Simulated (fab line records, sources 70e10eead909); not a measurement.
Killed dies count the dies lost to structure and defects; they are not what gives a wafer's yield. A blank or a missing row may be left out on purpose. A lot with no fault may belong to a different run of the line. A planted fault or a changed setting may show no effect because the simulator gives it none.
Shared-tool check :: flow nandHarc :: Lots sampled 11, wafers sampled 33

REASON IT WAS OPENED
Flagged at NHARC_P_CONTACT_CD_MEAS_12: reading cdNm, on 1 of 11 lots. Fault-free wafers read 89.9 nm, with a standard deviation of 0.6.
Rule: a lot is flagged in two cases, either no wafer of it has a number, or all its wafers with numbers fall more than 4 standard deviations from that mean. The other lots count as sound.

lot: L478
measured: day 5 21:23
on: cdSem-01
cdNm (nm), wafer by wafer: 90.2 90.2 89.4
flag: 

lot: L480
measured: day 6 16:43
on: cdSem-02
cdNm (nm), wafer by wafer: 90.7 89.8 90.9
flag: 

lot: L483
measured: day 7 20:11
on: cdSem-02
cdNm (nm), wafer by wafer: 90.1 89.9 90.6
flag: 

lot: L486
measured: day 9 05:37
on: cdSem-02
cdNm (nm), wafer by wafer: 90.4 90.5 89.6
flag: 

lot: L488
measured: day 10 13:09
on: cdSem-01
cdNm (nm), wafer by wafer: 65.8 65.8 66.0
flag: FLAGGED

lot: L490
measured: day 10 18:55
on: cdSem-01
cdNm (nm), wafer by wafer: 88.9 88.8 89.7
flag: 

lot: L493
measured: day 12 00:58
on: cdSem-03
cdNm (nm), wafer by wafer: 90.6 90.3 90.2
flag: 

lot: L498
measured: day 14 06:58
on: cdSem-03
cdNm (nm), wafer by wafer: 88.8 89.8 89.4
flag: 

lot: L499
measured: day 14 18:28
on: cdSem-01
cdNm (nm), wafer by wafer: 90.0 89.8 90.4
flag: 

lot: L500
measured: day 15 00:18
on: cdSem-03
cdNm (nm), wafer by wafer: 90.0 90.5 89.8
flag: 

lot: L501
measured: day 15 07:59
on: cdSem-03
cdNm (nm), wafer by wafer: 90.9 90.5 90.8
flag: 
The numbers of the flagged lots are 65.9 nm on average: -24.0 nm against the usual, or -40 standard deviations.

WHICH TOOL RAN EACH LOT
The record keeps 1 process step preceding the reading, out of 1302 steps on the route. Cell contents, in order: the tool; ch with the chambers the sampled wafers went through; the start.
lot: L478
flag: 
NHARC_P_CONTACT_EXPOSE_09: arfiScanner-02 ch 0, day 5 21:15

lot: L480
flag: 
NHARC_P_CONTACT_EXPOSE_09: arfiScanner-01 ch 0, day 6 16:35

lot: L483
flag: 
NHARC_P_CONTACT_EXPOSE_09: arfiScanner-03 ch 0, day 7 20:04

lot: L486
flag: 
NHARC_P_CONTACT_EXPOSE_09: arfiScanner-02 ch 0, day 9 05:29

lot: L488
flag: FLAGGED
NHARC_P_CONTACT_EXPOSE_09: arfiScanner-03 ch 0, day 10 13:01

lot: L490
flag: 
NHARC_P_CONTACT_EXPOSE_09: arfiScanner-01 ch 0, day 10 18:47

lot: L493
flag: 
NHARC_P_CONTACT_EXPOSE_09: arfiScanner-02 ch 0, day 12 00:49

lot: L498
flag: 
NHARC_P_CONTACT_EXPOSE_09: arfiScanner-03 ch 0, day 14 06:50

lot: L499
flag: 
NHARC_P_CONTACT_EXPOSE_09: arfiScanner-02 ch 0, day 14 18:20

lot: L500
flag: 
NHARC_P_CONTACT_EXPOSE_09: arfiScanner-01 ch 0, day 15 00:10

lot: L501
flag: 
NHARC_P_CONTACT_EXPOSE_09: arfiScanner-03 ch 0, day 15 07:51
What the steps here do:
- NHARC_P_CONTACT_EXPOSE_09: exposes mask P CA, target cd 90 nm.
- NHARC_P_CONTACT_CD_MEAS_12: target cd 90 nm.

FLAGGED OVER TOTAL, TOOL BY TOOL (the gauges that took the reading come last)
step: NHARC_P_CONTACT_EXPOSE_09
tool: arfiScanner-01
lots run: 3
flagged: 0
share of the flagged lots: none
sound lots run after its first flagged lot: -

step: NHARC_P_CONTACT_EXPOSE_09
tool: arfiScanner-02
lots run: 4
flagged: 0
share of the flagged lots: none
sound lots run after its first flagged lot: -

step: NHARC_P_CONTACT_EXPOSE_09
tool: arfiScanner-03
lots run: 4
flagged: 1
share of the flagged lots: all
sound lots run after its first flagged lot: 2 (L498,L501)

step: NHARC_P_CONTACT_CD_MEAS_12
tool: cdSem-01
lots run: 4
flagged: 1
share of the flagged lots: all
sound lots run after its first flagged lot: 2 (L490,L499)

step: NHARC_P_CONTACT_CD_MEAS_12
tool: cdSem-02
lots run: 3
flagged: 0
share of the flagged lots: none
sound lots run after its first flagged lot: -

step: NHARC_P_CONTACT_CD_MEAS_12
tool: cdSem-03
lots run: 4
flagged: 0
share of the flagged lots: none
sound lots run after its first flagged lot: -

THE TABLE: WHAT IT ALLOWS
Table rows that saw every flagged lot: 2, namely arfiScanner-03 at NHARC_P_CONTACT_EXPOSE_09 and cdSem-01 at NHARC_P_CONTACT_CD_MEAS_12.
- arfiScanner-03 at NHARC_P_CONTACT_EXPOSE_09: 1 of its 4 lots flagged. After the first flagged lot (L498, L501), sound lots still ran on it; a lasting fault on the whole tool would not permit that.
- cdSem-01 at NHARC_P_CONTACT_CD_MEAS_12: 1 of its 4 lots flagged. After the first flagged lot (L490, L499), sound lots still ran on it; a lasting fault on the whole tool would not permit that.
Every row of the table either missed a flagged lot or ran a sound lot after the first.

WHAT HAD BEEN PUT IN BY THE SIMULATOR
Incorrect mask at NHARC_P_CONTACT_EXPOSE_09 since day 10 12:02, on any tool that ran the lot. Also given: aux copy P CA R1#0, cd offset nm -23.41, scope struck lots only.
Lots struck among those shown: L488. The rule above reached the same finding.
